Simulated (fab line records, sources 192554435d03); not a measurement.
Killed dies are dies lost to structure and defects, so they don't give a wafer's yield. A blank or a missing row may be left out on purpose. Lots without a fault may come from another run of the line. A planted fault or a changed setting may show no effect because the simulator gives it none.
A struck lot beside a sound one | flow n5_finfet | 14 steps out of a route of 1938
Sound: wafers L856.1, L856.4, L856.6. Struck: wafer L844.6. (L844.1, L844.5 of the same lot were not struck and are left out.) The cause comes at the end.
At each step with rows: each side's tool, then ch and its chambers, then its first start. Under that, the readings that differ: sound wafers | struck wafers | difference of the means | sigmas: that difference in standard deviations of wafers without a fault.
alike: readings whose means differ by less than 2 such deviations, and words and numbers that are the same on both sides. not compared: withheld readings, readings that some wafer has no value for, bounds like >300 that may hide the same value, and numbers for which the record gives no deviation and whose values overlap.
The two part at a step that has a row with sigmas, a row that says differs or no value, or rows on one side only. Numbers that don't overlap but have no deviation are shown without sigmas and don't part them. A reading that every wafer of one side lacks parts them only if that side has two wafers or more.

first, 5 steps without rows for these wafers: N5_PASSIVATION_SOFTBAKE_05 (time 90 s); N5_PASSIVATION_EXPOSE_07 (exposes mask TV, defocus 0 nm, target cd 3000 nm); N5_PASSIVATION_PEB_08; N5_PASSIVATION_DEVELOP_09 (develop time 60 s); N5_PASSIVATION_HARDBAKE_11 (time 120 s).
N5_PASSIVATION_CD_MEAS_10: target cd 3000 nm.
  sound on cd_sem-03 ch 0, day 18 11:19; struck on cd_sem-03 ch 0, day 15 07:09
  alike: cd_nm
N5_PASSIVATION_OVL_MEAS_60:
  sound on overlay-02 ch 0, day 18 11:20; struck on overlay-02 ch 0, day 15 07:11
  alike: TV_OVL
N5_PASSIVATION_INSPECT_61: inspects for defects (macro).
  sound on defect_inspect-01, day 18 11:22; struck on defect_inspect-02, day 15 07:13
  alike: raw_defect_count
N5_PASSIVATION_DESCUM_12: chemistry O2, time 7.9 s.
  sound on rie_diel-01 ch 0,1, day 18 11:43; struck on rie_diel-01 ch 3, day 15 07:20
  reading            | sound             | struck | difference | sigmas
  rf_fwd_power_W (W) | 49.21 49.16 49.30 | 49.99  | +0.77      | +4
  alike: drypump_motor_current_A, oes_product_au, rf_vpp_V, showerhead_plenum_p_Torr, throttle_valve_pct
  not compared: rf_hours_counter_h
N5_PASSIVATION_PASS_ETCH_74: etches SiNx in CF4/O2, target depth 220 nm, time 110 s.
  sound on rie_diel-01 ch 0,1, day 18 11:47; struck on rie_diel-01 ch 3, day 15 07:25
  alike: cf4_flow_sccm, drypump_motor_current_A, oes_product_au, rf_fwd_power_W, rf_vpp_V, showerhead_plenum_p_Torr, throttle_valve_pct
  not compared: rf_hours_counter_h
N5_PASSIVATION_VIA_ETCH_13: etches SiO2 in CHF3/O2, target depth 660 nm, time 330 s.
  sound on rie_diel-01 ch 0,1, day 18 11:53; struck on rie_diel-01 ch 3, day 15 07:30
  alike: drypump_motor_current_A, etch_rf_on_time_s, oes_product_au, rf_fwd_power_W, rf_vpp_V, showerhead_plenum_p_Torr, throttle_valve_pct
  not compared: rf_hours_counter_h
N5_PASSIVATION_STRIP_14: strips in O2.
  sound on rie_diel-01 ch 0,1, day 18 12:04; struck on rie_diel-01 ch 3, day 15 07:41
  alike: drypump_motor_current_A, oes_product_au, rf_vpp_V, showerhead_plenum_p_Torr, throttle_valve_pct
  not compared: rf_hours_counter_h
N5_PASSIVATION_ETCH_15: etches SiCN in CF4/N2, target depth 75 nm, time 81.2 s.
  sound on rie_diel-01 ch 0,1, day 18 12:07; struck on rie_diel-01 ch 3, day 15 07:44
  reading                  | sound             | struck | difference | sigmas
  oes_product_au (a.u.)    | 0.72 0.96 0.95    | 1.28   | +0.40      | +4
  model.etch.depth_nm (nm) | 65.08 66.59 66.27 | 105.2  | +39.2      |
  alike: cf4_flow_sccm, drypump_motor_current_A, rf_fwd_power_W, rf_vpp_V, showerhead_plenum_p_Torr, throttle_valve_pct
  not compared: rf_hours_counter_h
then, 1 step without rows for these wafers: N5_PASSIVATION_STRIP_73 (strips in post etch residue remover, time 60 s).

WHERE THEY PART
First at N5_PASSIVATION_DESCUM_12; last, within this record, at N5_PASSIVATION_ETCH_15.

WHY: what the simulator had put in
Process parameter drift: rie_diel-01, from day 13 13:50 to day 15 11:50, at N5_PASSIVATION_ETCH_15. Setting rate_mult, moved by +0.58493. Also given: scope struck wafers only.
